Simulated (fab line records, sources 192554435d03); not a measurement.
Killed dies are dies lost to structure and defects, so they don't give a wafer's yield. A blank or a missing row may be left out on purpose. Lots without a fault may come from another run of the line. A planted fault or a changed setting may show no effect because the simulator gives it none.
fab line records | flow n5_finfet
record lots=5 wafers=15 last_day=17
route steps=1938 shown SDB@351
lots that met no fault: from a run of the same line without faults
start_h: hours from the record's first day to the start of the lot's first wafer shown | wait_h: hours since the lot's step before | " the same as in the row above | L1.1+2: a row that stands for several wafers | - no value, or no start given | * or withheld: withheld | < > ~ a bound
route shown NAME@n: a module of which the file shows steps, and the number in the route of the first | usual: mean/standard deviation of fault-free wafers | same: alike in all rows | chamber/n: place in a boat | sites: the reading at each site | _std_site: their standard deviation | _edge_site: outer sites' mean less inner sites' | radius_mm: how far each site lies from the wafer's centre | mask NAME#n: copy n | behind: the tool/chamber that last shaped the wafer | hold: why the lot was held/for how many hours/how that ended | device: the transistor (n, p or np) that didn't switch | end of line: the same wafers' tests at the end of the route | a step without rows: its recipe alone | killed: dies lost to structure and defects at the first sort, not the wafer's yield | map: a wafer's dies, x killed, . not, _ none there
set.NAME: the setting as run; set.NAME@STEP: as run at that earlier step | model.NAME: the simulator's own value behind a step, which no gauge read
lots at some steps of the route; a table a step, a row a wafer
services: from which hour (start_h, from the record's first day; less than 0 if before it) a tool's chamber was out of use, for how many hours, and why
## steps
# step N5_SDB_EBR_07
# recipe solvent=PGMEA ebr_width_mm=1.5
# usual resist_line_temp_C=22.98/0.1
# same ebr_width_mm=1.5
# columns lot.wafer tool chamber start_h wait_h resist_line_temp_C
L079.3 litho_track-02 0 - - 23.00
L079.4 " 0 " " 23.07
L079.5 " 0 " " 23.06
L080.1 litho_track-03 0 - - 23.05
L080.5 " 0 " " 22.95
L080.6 " 0 " " 22.98
L085.1 litho_track-04 0 - - 23.11
L085.3 " 0 " " 23.02
L085.5 " 0 " " 22.98
L090.2 litho_track-02 0 - - 22.94
L090.4 " 0 " " 22.94
L090.5 " 0 " " 22.86
L094.1 litho_track-03 0 - - 22.90
L094.2 " 0 " " 22.93
L094.6 " 0 " " 22.90
# step N5_SDB_SOFTBAKE_06
# recipe temp_c=110 time_s=60 resist=CAR-ArF
# usual resist_line_temp_C=22.99/0.091
# columns lot.wafer tool chamber start_h wait_h resist_line_temp_C
L079.3 litho_track-02 0 - - 22.97
L079.4 " 0 " " 22.95
L079.5 " 0 " " 22.99
L080.1 litho_track-03 0 - - 23.08
L080.5 " 0 " " 22.92
L080.6 " 0 " " 22.89
L085.1 litho_track-04 0 - - 23.04
L085.3 " 0 " " 22.96
L085.5 " 0 " " 23.03
L090.2 litho_track-02 0 - - 22.97
L090.4 " 0 " " 22.90
L090.5 " 0 " " 22.95
L094.1 litho_track-03 0 - - 22.84
L094.2 " 0 " " 22.88
L094.6 " 0 " " 22.89
# step N5_SDB_EXPOSE_08
# recipe mask_id=SDB na=1.35 source_shape=conventional sigma_outer=0.5 polarization=unpolarized dose_mj=49.6
# columns lot.wafer tool chamber start_h wait_h mask
L079.3+4+5 arfi_scanner-01 0 96.33 - SDB#0
L080.1+5+6 arfi_scanner-01 0 100.93 - SDB#0
L085.1+3+5 arfi_scanner-01 0 136.26 - SDB#0
L090.2+4+5 arfi_scanner-03 0 162.76 - SDB#0
L094.1+2+6 arfi_scanner-01 0 188.54 - SDB#0
# step N5_SDB_PEB_09
# recipe peb_temp_c=withheld peb_time_s=60 resist=CAR-ArF
# usual resist_line_temp_C=22.98/0.11
# columns lot.wafer tool chamber start_h wait_h resist_line_temp_C
L079.3 litho_track-02 0 96.38 0.0 23.12
L079.4 " 0 " " 23.21
L079.5 " 0 " " 23.16
L080.1 litho_track-03 0 100.99 0.1 22.93
L080.5 " 0 " " 22.87
L080.6 " 0 " " 22.89
L085.1 litho_track-03 0 136.32 0.1 23.05
L085.3 " 0 " " 23.12
L085.5 " 0 " " 23.11
L090.2 litho_track-03 0 162.81 0.0 22.81
L090.4 " 0 " " 22.90
L090.5 " 0 " " 22.98
L094.1 litho_track-04 0 188.60 0.1 23.02
L094.2 " 0 " " 22.92
L094.6 " 0 " " 23.07
# step N5_SDB_DEVELOP_10
# recipe develop_time_s=30 developer=TMAH resist=CAR-ArF rinse_liquid=diw dry=air_spin dev_temp_c=23
# usual resist_line_temp_C=23.03/0.098
# columns lot.wafer tool chamber start_h wait_h resist_line_temp_C
L079.3 litho_track-02 0 - - 23.03
L079.4 " 0 " " 23.04
L079.5 " 0 " " 23.08
L080.1 litho_track-03 0 - - 22.85
L080.5 " 0 " " 23.06
L080.6 " 0 " " 22.92
L085.1 litho_track-03 0 - - 23.12
L085.3 " 0 " " 22.93
L085.5 " 0 " " 23.11
L090.2 litho_track-03 0 - - 22.94
L090.4 " 0 " " 23.14
L090.5 " 0 " " 23.11
L094.1 litho_track-04 0 - - 23.02
L094.2 " 0 " " 22.91
L094.6 " 0 " " 23.03
# step N5_SDB_CD_MEAS_11
# recipe target_cd_nm=50 landing_energy_ev=500 detector=se_inlens polarity=opening
# usual cd_nm=50.1/0.94
# columns lot.wafer tool chamber start_h wait_h cd_nm
L079.3 cd_sem-01 0 96.44 - 49.8
L079.4 " 0 " " 50.9
L079.5 " 0 " " 51.4
L080.1 cd_sem-01 0 101.06 - 49.4
L080.5 " 0 " " 50.1
L080.6 " 0 " " 50.0
L085.1 cd_sem-02 0 136.39 - 48.9
L085.3 " 0 " " 49.2
L085.5 " 0 " " 48.6
L090.2 cd_sem-03 0 162.88 - 47.5
L090.4 " 0 " " 48.7
L090.5 " 0 " " 49.3
L094.1 cd_sem-02 0 188.67 - 51.6
L094.2 " 0 " " 51.5
L094.6 " 0 " " 50.8
# step N5_SDB_OVL_MEAS_12
# recipe points_per_wafer=44
# usual SDB_OVL=0.0/0.87
# columns lot.wafer tool chamber start_h wait_h SDB_OVL[nm]
L079.3 overlay-02 0 96.47 0.0 -1.2
L079.4 " 0 " " -1.6
L079.5 " 0 " " 0.6
L080.1 overlay-01 0 101.09 0.0 -0.1
L080.5 " 0 " " 1.5
L080.6 " 0 " " -0.6
L085.1 overlay-01 0 136.42 0.0 0.1
L085.3 " 0 " " 1.0
L085.5 " 0 " " 0.7
L090.2 overlay-01 0 162.91 0.0 0.4
L090.4 " 0 " " 0.3
L090.5 " 0 " " 0.6
L094.1 overlay-01 0 188.70 0.0 -0.2
L094.2 " 0 " " -1.0
L094.6 " 0 " " -1.0
# step N5_SDB_INSPECT_13
# recipe mode=adi inspect_instrument=brightfield
# usual raw_defect_count=71/33
# columns lot.wafer tool chamber start_h wait_h raw_defect_count
L079.3 defect_inspect-02 - 96.50 0.0 40
L079.4 " - " " 81
L079.5 " - " " 33
L080.1 defect_inspect-01 - 101.11 0.0 100
L080.5 " - " " 57
L080.6 " - " " 94
L085.1 defect_inspect-02 - 136.44 0.0 57
L085.3 " - " " 58
L085.5 " - " " 71
L090.2 defect_inspect-01 - 162.93 0.0 89
L090.4 " - " " 45
L090.5 " - " " 83
L094.1 defect_inspect-02 - 188.72 0.0 52
L094.2 " - " " 33
L094.6 " - " " 76
# step N5_SDB_DESCUM_16
# recipe chemistry=O2 time_s=7.9 source_power_w=50 bias_power_w=20 pressure_mtorr=20 rf_frequency_hz=2.712e+07 temp_c=40 resist=CAR-ArF o2_flow_sccm=225
# usual chamber_pressure_mTorr=20.000/0.018 drypump_motor_current_A=5.9/0.43 oes_product_au=0.82/0.093 rf_vpp_V=243.2/1.6 showerhead_plenum_p_Torr=2.10/0.085 throttle_valve_pct=20.40/0.21
# columns lot.wafer tool chamber start_h wait_h chamber_pressure_mTorr drypump_motor_current_A oes_product_au rf_hours_counter_h rf_vpp_V showerhead_plenum_p_Torr throttle_valve_pct
L079.3 rie_diel-02 3 96.91 0.4 19.986 6.3 0.95 11 245.3 2.13 20.32
L079.4 " 2 " " 20.010 6.0 0.82 93 244.0 2.21 20.25
L079.5 " 1 " " 19.981 6.2 0.69 - 240.8 1.98 20.55
L080.1 rie_diel-04 3 101.15 0.0 20.014 5.3 0.91 18 241.5 2.05 20.09
L080.5 " 3 " " 20.008 5.3 0.92 - 241.6 2.05 20.10
L080.6 " 2 " " 20.037 6.3 0.72 - 241.8 1.99 20.86
L085.1 rie_diel-02 2 136.52 0.1 19.981 6.0 0.82 108 244.3 2.20 20.28
L085.3 " 3 " " 20.010 6.4 0.92 26 244.0 2.13 20.36
L085.5 " 3 " " 20.017 6.4 0.91 - 245.0 2.13 20.35
L090.2 rie_diel-02 0 163.39 0.5 19.995 6.4 0.74 171 240.6 2.00 20.55
L090.4 " 3 " " 20.004 6.3 0.90 - 244.5 2.12 20.38
L090.5 " 0 " " 19.994 6.4 0.73 - 241.8 2.00 20.55
L094.1 rie_diel-03 2 190.24 1.5 19.977 5.1 0.70 203 244.9 2.07 20.36
L094.2 " 3 " " 20.026 5.4 0.84 50 245.4 2.21 20.15
L094.6 " 3 " " 19.992 5.4 0.83 - 244.0 2.21 20.15
# step N5_SDB_ETCH_17
# recipe chemistry=CF4 target=SiARC target_depth_a=234 mask_material=CAR-ArF time_s=39 ion_energy_ev=80 pressure_mtorr=40 source_w=545 bias_w=36 Ar_flow_sccm=100 cf4_flow_sccm=100 ends=cleared
# usual chamber_pressure_mTorr=40.00/0.034 drypump_motor_current_A=5.9/0.43 etch_rf_on_time_s=39.0/1.3 oes_product_au=0.70/0.082 rf_vpp_V=184.1/1.3 showerhead_plenum_p_Torr=2.15/0.082 throttle_valve_pct=15.60/0.26
# columns lot.wafer tool chamber start_h wait_h chamber_pressure_mTorr drypump_motor_current_A etch_rf_on_time_s oes_product_au rf_hours_counter_h rf_vpp_V showerhead_plenum_p_Torr throttle_valve_pct
L079.3 rie_diel-02 3 96.95 0.0 40.00 6.4 39.3 0.80 11 184.8 2.19 15.44
L079.4 " 2 " " 40.01 6.0 36.8 0.73 93 186.3 2.26 15.45
L079.5 " 1 " " 40.04 6.2 38.6 0.60 - 183.4 2.03 15.72
L080.1 rie_diel-04 3 101.20 0.0 40.02 5.3 36.6 0.80 18 183.6 2.10 15.21
L080.5 " 3 " " 39.97 5.4 36.6 0.80 - 183.2 2.10 15.21
L080.6 " 2 " " 39.99 6.3 38.3 0.62 - 183.6 2.05 16.05
L085.1 rie_diel-02 2 136.55 0.0 40.05 6.0 36.6 0.71 108 185.3 2.25 15.49
L085.3 " 3 " " 39.99 6.4 39.5 0.78 26 184.7 2.18 15.47
L085.5 " 3 " " 40.06 6.4 39.3 0.78 - 184.3 2.18 15.48
L090.2 rie_diel-02 0 163.43 0.0 39.99 6.4 40.2 0.62 171 182.0 2.05 15.77
L090.4 " 3 " " 39.99 6.4 40.0 0.76 - 185.3 2.18 15.49
L090.5 " 0 " " 39.95 6.4 40.3 0.61 - 184.6 2.05 15.75
L094.1 rie_diel-03 2 190.28 0.0 40.03 5.1 40.7 0.60 203 184.6 2.12 15.63
L094.2 " 3 " " 40.03 5.4 39.0 0.72 50 185.6 2.25 15.28
L094.6 " 3 " " 40.04 5.4 39.2 0.72 - 186.0 2.25 15.26
# step N5_SDB_ETCH_18
# recipe chemistry=N2/H2 target=SOC target_depth_a=1000 overetch_a=200 mask_material=SiARC temp_c=40 time_s=150 ion_energy_ev=200 pressure_mtorr=30 source_w=840 bias_w=150 n2_flow_sccm=200 h2_flow_sccm=200
# usual chamber_pressure_mTorr=29.999/0.028 drypump_motor_current_A=5.9/0.43 oes_product_au=0.73/0.08 rf_vpp_V=524.1/3 showerhead_plenum_p_Torr=2.55/0.11 throttle_valve_pct=17.81/0.23
# columns lot.wafer tool chamber start_h wait_h chamber_pressure_mTorr drypump_motor_current_A oes_product_au rf_hours_counter_h rf_vpp_V showerhead_plenum_p_Torr throttle_valve_pct
L079.3 rie_diel-02 3 96.98 0.0 30.008 6.4 0.85 11 526.3 2.62 17.88
L079.4 " 2 " " 29.989 6.0 0.73 93 528.0 2.67 17.60
L079.5 " 1 " " 29.997 6.2 0.62 - 520.2 2.41 18.01
L080.1 rie_diel-04 3 101.25 0.0 30.020 5.3 0.81 18 523.2 2.48 17.37
L080.5 " 3 " " 30.016 5.3 0.81 - 522.1 2.48 17.37
L080.6 " 2 " " 29.991 6.3 0.65 - 522.1 2.42 18.18
L085.1 rie_diel-02 2 136.59 0.0 29.979 6.0 0.72 108 527.7 2.67 17.61
L085.3 " 3 " " 29.985 6.4 0.81 26 526.3 2.61 17.90
L085.5 " 3 " " 30.008 6.4 0.82 - 525.3 2.61 17.89
L090.2 rie_diel-02 0 163.46 0.0 29.989 6.4 0.66 171 519.0 2.44 18.05
L090.4 " 3 " " 30.026 6.4 0.80 - 526.3 2.60 17.92
L090.5 " 0 " " 29.930 6.4 0.66 - 520.5 2.44 18.05
L094.1 rie_diel-03 2 190.31 0.0 29.934 5.1 0.64 204 524.3 2.54 18.05
L094.2 " 3 " " 30.031 5.4 0.76 50 528.5 2.70 17.56
L094.6 " 3 " " 29.991 5.4 0.76 - 528.2 2.70 17.58
# step N5_SDB_STRIP_19
# recipe chemistry=N2/H2 temp_c=40 n2_flow_sccm=200 h2_flow_sccm=200 rf_frequency_hz=6e+07
# columns lot.wafer tool chamber start_h wait_h
L079.3+4+5 rie_diel-02 3,2,1 97.11 0.1
L080.1+5+6 rie_diel-04 3,3,2 101.44 0.1
L085.1+3+5 rie_diel-02 2,3,3 136.72 0.1
L090.2+4+5 rie_diel-02 0,3,0 163.59 0.1
L094.1+2+6 rie_diel-03 2,3,3 190.44 0.1
# step N5_SDB_STRIP_21
# recipe chemistry=CF4 resist=SiARC power_w=300 bias_power_w=75 pressure_mtorr=50 cf4_flow_sccm=150 rf_frequency_hz=6e+07
# usual chamber_pressure_mTorr=50.00/0.046 drypump_motor_current_A=5.9/0.43 oes_product_au=0.81/0.088 rf_vpp_V=271.2/1.8 showerhead_plenum_p_Torr=1.80/0.065 throttle_valve_pct=13.56/0.27
# columns lot.wafer tool chamber start_h wait_h chamber_pressure_mTorr drypump_motor_current_A oes_product_au rf_hours_counter_h rf_vpp_V showerhead_plenum_p_Torr throttle_valve_pct
L079.3 rie_diel-02 3 97.12 0.0 50.00 6.3 0.94 11 272.7 1.82 13.37
L079.4 " 2 " " 49.95 6.0 0.80 93 273.9 1.88 13.38
L079.5 " 1 " " 49.95 6.2 0.69 - 268.2 1.69 13.70
L080.1 rie_diel-04 3 101.46 0.0 50.02 5.3 0.89 18 269.8 1.76 13.17
L080.5 " 3 " " 49.97 5.3 0.89 - 270.7 1.76 13.16
L080.6 " 2 " " 49.99 6.3 0.73 - 270.6 1.72 14.03
L085.1 rie_diel-02 2 136.73 0.0 49.98 6.0 0.79 108 272.5 1.88 13.42
L085.3 " 3 " " 49.96 6.4 0.91 26 270.1 1.82 13.37
L085.5 " 3 " " 50.09 6.4 0.90 - 272.6 1.82 13.39
L090.2 rie_diel-02 0 163.60 0.0 50.05 6.3 0.73 171 271.1 1.72 13.73
L090.4 " 3 " " 50.03 6.3 0.87 - 272.6 1.82 13.43
L090.5 " 0 " " 50.04 6.4 0.72 - 270.0 1.72 13.73
L094.1 rie_diel-03 2 190.45 0.0 50.02 5.1 0.71 204 270.3 1.77 13.60
L094.2 " 3 " " 49.97 5.4 0.84 50 274.2 1.89 13.25
L094.6 " 3 " " 49.94 5.4 0.83 - 274.4 1.89 13.23
# step N5_SDB_HM_OPEN_20
# recipe chemistry=CH3F/O2 target=SiNx mask_material=SOC target_depth_a=240 stop_on=poly-Si over_etch_frac=0.4 ion_energy_ev=120 pressure_mtorr=30 source_w=395 bias_w=73 Ar_flow_sccm=150 CH3F_flow_sccm=30 O2_flow_sccm=20
# usual chamber_pressure_mTorr=30.00/0.032 drypump_motor_current_A=5.9/0.43 oes_product_au=0.67/0.074 rf_vpp_V=301/6.1 showerhead_plenum_p_Torr=2.01/0.084 throttle_valve_pct=16.33/0.24
# columns lot.wafer tool chamber start_h wait_h chamber_pressure_mTorr drypump_motor_current_A oes_product_au rf_hours_counter_h rf_vpp_V showerhead_plenum_p_Torr throttle_valve_pct
L079.3 rie_diel-02 3 97.14 0.0 29.97 6.3 0.77 11 298 2.05 16.23
L079.4 " 2 " " 30.00 6.0 0.67 93 305 2.12 16.21
L079.5 " 1 " " 30.04 6.2 0.58 - 297 1.89 16.45
L080.1 rie_diel-04 3 101.49 0.0 29.97 5.3 0.72 18 294 1.96 15.97
L080.5 " 3 " " 29.98 5.3 0.72 - 292 1.96 15.95
L080.6 " 2 " " 30.04 6.3 0.59 - 301 1.90 16.76
L085.1 rie_diel-02 2 136.75 0.0 30.02 6.0 0.65 108 305 2.12 16.26
L085.3 " 3 " " 29.99 6.3 0.76 26 297 2.04 16.23
L085.5 " 3 " " 30.01 6.4 0.76 - 298 2.04 16.24
L090.2 rie_diel-02 0 163.62 0.0 29.99 6.4 0.59 171 306 1.92 16.48
L090.4 " 3 " " 30.04 6.3 0.73 - 298 2.04 16.29
L090.5 " 0 " " 30.00 6.4 0.60 - 307 1.92 16.50
L094.1 rie_diel-03 2 190.47 0.0 30.00 5.1 0.57 204 306 1.99 16.41
L094.2 " 3 " " 29.98 5.4 0.68 50 309 2.11 16.01
L094.6 " 3 " " 30.04 5.4 0.70 - 310 2.11 16.01
# step N5_SDB_STRIP_22
# recipe chemistry=N2/H2 power_w=1000 temp_c=250 h2_frac=0.65 overash_fraction=0.3 pressure_mtorr=withheld n2_flow_sccm=1750 h2_flow_sccm=3250
# usual drypump_motor_current_A=5.5/0.46 heater_power_w=353/11 oes_product_au=0.715/0.0043 strip_time_to_endpoint_s=96.2/0.49
# columns lot.wafer tool chamber start_h wait_h drypump_motor_current_A heater_power_w oes_product_au rf_hours_counter_h strip_time_to_endpoint_s
L079.3 plasma_asher-02 0 97.26 0.1 5.3 353 0.718 - 96.6
L079.4 " 1 " " 6.2 359 0.717 - 96.2
L079.5 " 1 " " 6.1 357 0.722 - 96.5
L080.1 plasma_asher-01 0 101.60 0.1 5.0 360 0.717 40 95.6
L080.5 " 1 " " 5.8 336 0.709 - 95.8
L080.6 " 0 " " 5.0 362 0.713 - 96.1
L085.1 plasma_asher-01 0 136.83 0.1 5.0 352 0.717 46 95.9
L085.3 " 1 " " 5.8 340 0.711 - 96.9
L085.5 " 0 " " 4.9 356 0.719 - 96.5
L090.2 plasma_asher-02 1 163.70 0.1 6.1 355 0.717 102 96.7
L090.4 " 1 " " 6.1 360 0.715 - 96.8
L090.5 " 0 " " 5.2 365 0.718 - 96.3
L094.1 plasma_asher-02 1 190.56 0.1 6.1 370 0.716 107 96.7
L094.2 " 0 " " 5.3 353 0.708 107 96.2
L094.6 " 0 " " 5.3 359 0.709 - 96.4
# step N5_SDB_PRECLEAN_23
# recipe chemistry=dHF time_s=30 temp_c=25 dilution=withheld
# columns lot.wafer tool chamber start_h wait_h
L079.3+4+5 wet_bench-03 4,5,0 97.37 0.1
L080.1+5+6 wet_bench-06 3,4,5 101.75 0.1
L085.1+3+5 wet_bench-03 4,0,6 136.97 0.1
L090.2+4+5 wet_bench-06 0,4,5 163.85 0.1
L094.1+2+6 wet_bench-03 7,5,3 190.70 0.1
# step N5_SDB_DUMMY_REMOVE_24
# recipe chemistry=TMAH temp_c=70 target=poly-Si stop_on=SiO2 target_depth_nm=142 conc_wt_pct=5 time_s=57 dry=ipa_marangoni rinse_time_s=30 rinse_temp_c=23
# usual rinse_temp_c=23.00/0.1
# columns lot.wafer tool chamber start_h wait_h rinse_temp_c
L079.3 wet_bench-03 4 97.38 0.0 23.05
L079.4 " 5 " " 23.11
L079.5 " 0 " " 23.02
L080.1 wet_bench-06 3 101.76 0.0 22.84
L080.5 " 4 " " 23.10
L080.6 " 5 " " 23.03
L085.1 wet_bench-03 4 136.99 0.0 23.11
L085.3 " 0 " " 23.11
L085.5 " 6 " " 22.91
L090.2 wet_bench-06 0 163.86 0.0 22.86
L090.4 " 4 " " 23.24
L090.5 " 5 " " 22.82
L094.1 wet_bench-03 7 190.72 0.0 22.92
L094.2 " 5 " " 22.89
L094.6 " 3 " " 22.89
# step N5_SDB_ETCH_25
# recipe chemistry=C4F6/O2 target=SiO2 target_depth_a=100 time_s=3.3 ion_energy_ev=250 mask_material=SiNx pressure_mtorr=30 source_w=345 bias_w=185 Ar_flow_sccm=300 C4F6_flow_sccm=10 O2_flow_sccm=10
# usual chamber_pressure_mTorr=30.00/0.03 drypump_motor_current_A=5.9/0.44 oes_product_au=0.83/0.094 rf_vpp_V=671/13 showerhead_plenum_p_Torr=2.84/0.11 throttle_valve_pct=21.18/0.25
# columns lot.wafer tool chamber start_h wait_h chamber_pressure_mTorr drypump_motor_current_A oes_product_au rf_hours_counter_h rf_vpp_V showerhead_plenum_p_Torr throttle_valve_pct
L079.3 rie_diel-02 2 97.92 0.5 30.00 6.0 0.84 94 682 3.01 21.14
L079.4 " 1 " " 30.00 6.2 0.69 239 663 2.70 21.24
L079.5 " 0 " " 29.98 6.4 0.76 - 687 2.74 21.28
L080.1 rie_diel-04 3 101.82 0.0 30.08 5.4 0.92 18 655 2.79 20.84
L080.5 " 3 " " 29.98 5.3 0.92 - 655 2.79 20.85
L080.6 " 2 " " 29.94 6.3 0.73 - 673 2.71 21.57
L085.1 rie_diel-02 3 137.34 0.3 30.01 6.4 0.92 26 667 2.91 21.18
L085.3 " 0 " " 30.00 6.4 0.74 160 686 2.74 21.31
L085.5 " 0 " " 30.04 6.4 0.74 - 685 2.74 21.31
L090.2 rie_diel-02 0 163.92 0.0 30.01 6.4 0.73 171 688 2.73 21.33
L090.4 " 2 " " 30.01 6.0 0.82 - 680 3.00 21.18
L090.5 " 3 " " 29.96 6.3 0.89 - 664 2.90 21.19
L094.1 rie_diel-03 1 192.09 1.3 29.95 5.9 0.83 61 664 2.91 21.54
L094.2 " 3 " " 30.01 5.4 0.84 51 691 2.99 20.83
L094.6 " 3 " " 30.01 5.4 0.85 - 690 2.99 20.83
# step N5_SDB_CUT_ETCH_26
# recipe chemistry=HBr/Cl2/O2 target=Si target_depth_a=1296 bt_time_s=20 mask_material=SiNx time_s=51.8 ion_energy_ev=* bias_w=* pressure_mtorr=10 icp_w=800 HBr_flow_sccm=150 Cl2_flow_sccm=80 O2_flow_sccm=12
# usual chamber_pressure_mTorr=9.999/0.0086 drypump_motor_current_A=5.7/0.53 oes_product_au=1.006/0.017 throttle_valve_pct=37.08/0.28
# columns lot.wafer tool chamber start_h wait_h chamber_pressure_mTorr drypump_motor_current_A oes_product_au rf_hours_counter_h throttle_valve_pct
L079.3 rie_si-02 1 98.01 0.1 9.995 6.6 1.036 6 37.22
L079.4 " 3 " " 9.988 6.0 0.980 60 37.05
L079.5 " 3 " " 10.008 6.0 0.981 - 37.05
L080.1 rie_si-01 1 101.93 0.1 10.016 5.8 0.984 131 37.34
L080.5 " 1 " " 10.006 5.8 0.991 - 37.34
L080.6 " 2 " " 10.009 6.7 1.017 - 36.84
L085.1 rie_si-02 1 137.43 0.1 9.977 6.6 1.037 7 37.21
L085.3 " 3 " " 9.999 6.0 0.982 61 37.04
L085.5 " 1 " " 9.993 6.6 1.038 - 37.21
L090.2 rie_si-02 0 164.00 0.1 9.991 5.4 1.023 57 36.72
L090.4 " 2 " " 10.012 5.7 1.009 2 37.29
L090.5 " 3 " " 9.999 6.0 0.987 - 37.06
L094.1 rie_si-01 3 192.17 0.1 9.990 5.1 1.001 9 36.97
L094.2 " 1 " " 10.010 5.8 0.993 133 37.34
L094.6 " 3 " " 9.999 5.1 1.016 - 36.97
# step N5_SDB_PRECLEAN_38
# recipe chemistry=dHF time_s=10 dilution=750:1 temp_c=25
# columns lot.wafer tool chamber start_h wait_h
L079.3+4+5 wet_bench-06 0,2,7 98.13 0.1
L080.1+5+6 wet_bench-03 1,2,4 102.05 0.1
L085.1+3+5 wet_bench-05 4,2,1 137.55 0.1
L090.2+4+5 wet_bench-03 2,4,1 164.22 0.2
L094.1+2+6 wet_bench-06 3,1,0 192.29 0.1
# step N5_SDB_PRECLEAN_39
# recipe chemistry=O3/DIW time_s=45 temp_c=22 o3_ppm=10
# columns lot.wafer tool chamber start_h wait_h
L079.3+4+5 wet_bench-06 0,2,7 98.13 0.0
L080.1+5+6 wet_bench-03 1,2,4 102.06 0.0
L085.1+3+5 wet_bench-05 4,2,1 137.56 0.0
L090.2+4+5 wet_bench-03 2,4,1 164.23 0.0
L094.1+2+6 wet_bench-06 3,1,0 192.29 0.0
# step N5_SDB_SRD_28
# recipe dry=ipa_marangoni time_s=30 temp_c=23 rinse_liquid=diw
# columns lot.wafer tool chamber start_h wait_h
L079.3+4+5 wet_bench-06 0,2,7 98.14 0.0
L080.1+5+6 wet_bench-03 1,2,4 102.07 0.0
L085.1+3+5 wet_bench-05 4,2,1 137.57 0.0
L090.2+4+5 wet_bench-03 2,4,1 164.26 0.0
L094.1+2+6 wet_bench-06 3,1,0 192.30 0.0
# step N5_SDB_ALD_29
# recipe material=SiNx target_thk_a=300 temp_c=400 ald_precursor_family=SiH2I2 ald_co_reactant=N2/H2-plasma pulse_time_s=1 ald_cycles=600 purge_time_s=2 co_reactant_purge_time_s=2 pressure_torr=2
# usual heater_power_w=824/82 precursor_pulse_height_rel=1.001/0.02 susceptor_temp_C=400.01/0.23
# columns lot.wafer tool chamber start_h wait_h heater_power_w precursor_pulse_height_rel susceptor_temp_C
L079.3 ald_sin-02 1 98.19 0.0 795 0.978 399.54
L079.4 " 2 " " 918 1.003 400.03
L079.5 " 3 99.54 1.4 722 1.004 399.83
L080.1 ald_sin-03 2 102.12 0.0 668 0.985 400.05
L080.5 " 3 103.47 1.4 830 0.979 399.98
L080.6 " 0 " " 932 1.003 400.18
L085.1 ald_sin-01 3 137.62 0.0 884 0.985 399.81
L085.3 " 2 " " 887 0.985 399.71
L085.5 " 1 138.97 1.4 764 1.058 400.04
L090.2 ald_sin-01 2 164.32 0.0 865 1.010 400.25
L090.4 " 1 " " 782 1.015 399.74
L090.5 " 1 165.68 1.4 769 0.985 399.79
L094.1 ald_sin-02 3 192.35 0.0 687 0.988 399.95
L094.2 " 1 " " 766 0.990 400.31
L094.6 " 1 193.71 1.4 769 1.005 400.19
# step N5_SDB_CMP_30
# recipe stop_on=poly-Si t_overpolish_s=1.54 post_cmp_clean=alkaline_brush down_force_psi=4.1491 platen_rpm=51.796 pad_velocity_m_s=1.0306 target_thk_nm=30
# usual motor_current_A=12.1/1.4 overpolish_run_s=1.540/0.0089 time_to_endpoint_s=17.7/2.3
# columns lot.wafer tool chamber start_h wait_h motor_current_A overpolish_run_s time_to_endpoint_s
L079.3 cmp-04 2 101.00 1.5 14.4 1.525 18.4
L079.4 " 3 " " 10.7 1.540 15.4
L079.5 " 1 " " 13.1 1.556 18.7
L080.1 cmp-03 1 104.89 1.4 13.0 1.547 16.4
L080.6 " 0 " " 11.6 1.548 16.6
L080.5 " 1 " " 13.5 1.521 15.5
L085.3 cmp-04 2 140.35 1.4 14.1 1.543 21.5
L085.1 " 1 " " 12.5 1.524 17.4
L085.5 " 2 " " 13.9 1.539 21.7
L090.4 cmp-03 0 167.10 1.4 11.4 1.532 17.3
L090.2 " 1 " " 12.7 1.548 14.0
L090.5 " 3 " " 13.8 1.538 18.9
L094.2 cmp-02 2 195.33 1.6 12.1 1.540 18.6
L094.1 " 3 " " 13.3 1.547 16.3
L094.6 " 1 " " 10.8 1.531 19.9
# step N5_SDB_THK_MEAS_31
# recipe reads=a-Si_of_DUMMY_GATE_CVD_03
# usual SDB_THK=64.4/1
# columns lot.wafer tool chamber start_h wait_h SDB_THK[nm]
L079.3 film_metro-01 - 101.22 - 64.4
L079.4 " - " " 63.2
L079.5 " - " " 64.7
L080.1 film_metro-02 - 105.14 - 62.8
L080.5 " - " " 63.8
L080.6 " - " " 63.2
L085.1 film_metro-01 - 140.64 - 65.9
L085.3 " - " " 63.8
L085.5 " - " " 65.5
L090.2 film_metro-02 - 167.35 - 64.2
L090.4 " - " " 64.0
L090.5 " - " " 64.6
L094.1 film_metro-02 - 195.55 - 63.7
L094.2 " - " " 64.2
L094.6 " - " " 62.8
# step N5_SDB_INSPECT_36
# recipe inspect_instrument=darkfield mode=post_cmp
# usual raw_defect_count=35/13
# columns lot.wafer tool chamber start_h wait_h raw_defect_count
L079.3 defect_inspect-01 - 101.25 0.0 13
L079.4 " - " " 32
L079.5 " - " " 35
L080.1 defect_inspect-01 - 105.17 0.0 15
L080.5 " - " " 58
L080.6 " - " " 26
L085.1 defect_inspect-01 - 140.67 0.0 31
L085.3 " - " " 40
L085.5 " - " " 40
L090.2 defect_inspect-02 - 167.38 0.0 16
L090.4 " - " " 39
L090.5 " - " " 31
L094.1 defect_inspect-01 - 195.57 0.0 36
L094.2 " - " " 45
L094.6 " - " " 43
## services
# columns tool chamber start_h hours kind
ald_sin-01 3 77.88 15.3 repair
ald_sin-01 2 78.13 2.4 repair
arfi_scanner-01 - 80.09 1.5 pm
cmp-04 - 84.65 1.4 repair
cmp-03 - 90.52 1.1 repair
cmp-04 - 93.13 3.8 repair
wet_bench-05 - 94.36 3.3 repair
rie_diel-04 1 98.25 7.9 repair
rie_diel-04 - 101.94 0.2 repair
rie_diel-03 2 103.38 6.4 repair
cmp-04 - 104.29 4.8 pm
rie_diel-03 0 107.48 11.9 repair
cmp-04 - 110.98 0.7 repair
rie_diel-04 0 111.02 1.2 repair
arfi_scanner-01 - 112.10 0.8 pm
rie_diel-04 - 153.03 28.1 pm
arfi_scanner-01 - 154.40 1.0 pm
arfi_scanner-01 - 159.25 0.6 repair
arfi_scanner-01 - 160.86 3.1 pm
rie_diel-02 1 162.01 21.4 repair
arfi_scanner-01 - 166.46 1.0 pm
rie_diel-02 3 179.16 26.0 repair
rie_diel-04 - 181.13 14.6 pm
arfi_scanner-01 - 183.04 1.3 pm
## key
fault none
